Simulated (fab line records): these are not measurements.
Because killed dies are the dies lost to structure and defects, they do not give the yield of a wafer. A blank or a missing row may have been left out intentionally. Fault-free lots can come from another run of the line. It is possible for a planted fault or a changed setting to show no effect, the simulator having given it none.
Split-lot trial ; flow n5 finfet ; route with 1938 steps; 7 lots, 21 wafers read

== THE SPLIT ITSELF ==
At N5_BEOL_M1_EXPOSE_25 (exposes mask V0, defocus 5 nm, target cd 24 nm), the setting dose mj was moved away from the recipe's 63 on 6 of the 21 wafers read, by -2.8% to +7.3%. The other wafers ran this setting at the recipe's value.

== FROM THE SPLIT TO THE READING: what the file shows between them, 2 steps ==
- N5_BEOL_M1_PEB_26: peb time 60 s
- N5_BEOL_M1_DEVELOP_27: develop time 30 s

== THE READING ==
cd nm, in nm, at N5_BEOL_M1_CD_MEAS_28 (target cd y 23.3 nm). A value of 23.95 nm with a standard deviation of 0.22 nm is what fault-free wafers of this fab line usually give.

wafer;tool, chamber at the split;dose mj as run;against the recipe;cd nm, nm;against lot-mates on the recipe
L078.4;euv scanner-01, 0;63;recipe;23.53;-
L078.5;euv scanner-01, 0;63;recipe;24.04;-
L078.6;euv scanner-01, 0;66.07;+4.9%;24.53;+0.75
L082.1;euv scanner-02, 0;64.34;+2.1%;24.37;no lot-mate on the recipe
L082.3;euv scanner-02, 0;64.34;+2.1%;24.18;no lot-mate on the recipe
L082.4;euv scanner-02, 0;64.34;+2.1%;24.49;no lot-mate on the recipe
L083.1;euv scanner-02, 0;63;recipe;24.12;-
L083.4;euv scanner-02, 0;63;recipe;23.75;-
L083.5;euv scanner-02, 0;61.21;-2.8%;23.17;-0.77
L086.2;euv scanner-02, 0;63;recipe;24.19;-
L086.5;euv scanner-02, 0;63;recipe;24.06;-
L086.6;euv scanner-02, 0;63;recipe;23.88;-
L091.4;euv scanner-01, 0;63;recipe;24.07;-
L091.5;euv scanner-01, 0;67.6;+7.3%;25.33;+1.35
L091.6;euv scanner-01, 0;63;recipe;23.88;-
L095.2;euv scanner-01, 0;63;recipe;24.28;-
L095.3;euv scanner-01, 0;63;recipe;24.26;-
L095.6;euv scanner-01, 0;63;recipe;23.88;-
L097.1;euv scanner-01, 0;63;recipe;23.85;-
L097.2;euv scanner-01, 0;63;recipe;24.05;-
L097.6;euv scanner-01, 0;63;recipe;23.71;-

FIT RESULTS
A straight line over all 21 wafers: cd nm changes by +0.18 nm for each +1% of dose mj; r = +0.88; the points scatter about the line by 0.21 nm.
The same after taking each lot's own level away (the mean of its wafers on the recipe; 18 wafers): +0.187 nm for each +1%; r = +0.92; scatter 0.18 nm.
Per that fit: largest dose mj move, reading shift of 1.4 nm.
From 23.785 to 24.140 nm: that is the span of the lots' own levels, equal to 1.6 times the standard deviation above.
The two slopes agree, so the slope changes little with the lot-to-lot level.
Check: +1.32 nm against its lot-mates is what the line predicts for one of the wafers moved furthest among these (+7.3%) when that wafer is left out of the fit. Against them it came out at +1.35 nm.

== ADDITIONAL SPLITS CARRIED BY THESE WAFERS ==
Note: prior to the reading, these wafers also went through further splits. Each is held against what the fit with the lots' levels taken away leaves over:
other split on the same wafers;wafers away from the commonest value;r with cd nm (lot level and that fit taken away)
N5_BEOL_M0_SAQP_COAT_08 spin rpm;9;-0.49
N5_BEOL_M0_SAQP_COAT_34 spin rpm;7;+0.53
N5_BEOL_M0_SAQP_ETCH_88 source w;6;-0.47
N5_BEOL_M0_SPUTTER_116 time s;7;+0.08

== THE WHOLE CHAIN: every reading that the file lists as answering this split, in the file's order ==
step;what it does;reading;change (the file's fit);r (the file's)
N5_BEOL_M1_CD_MEAS_28;target cd y 23.3 nm;cd nm;+0.184 nm for each +1% of the setting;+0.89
N5_BEOL_M1_VIA_ETCH_34;etches the open film in C4F6/O2, target depth 67.8 nm, time 64.4 s;BEOL_M1.cd nm (the simulator's own value, which no gauge read);+0.165 nm for each +1% of the setting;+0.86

== FILE'S OWN FIT ==
cd nm changes by +0.184 nm for each +1% of dose mj, r = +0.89.
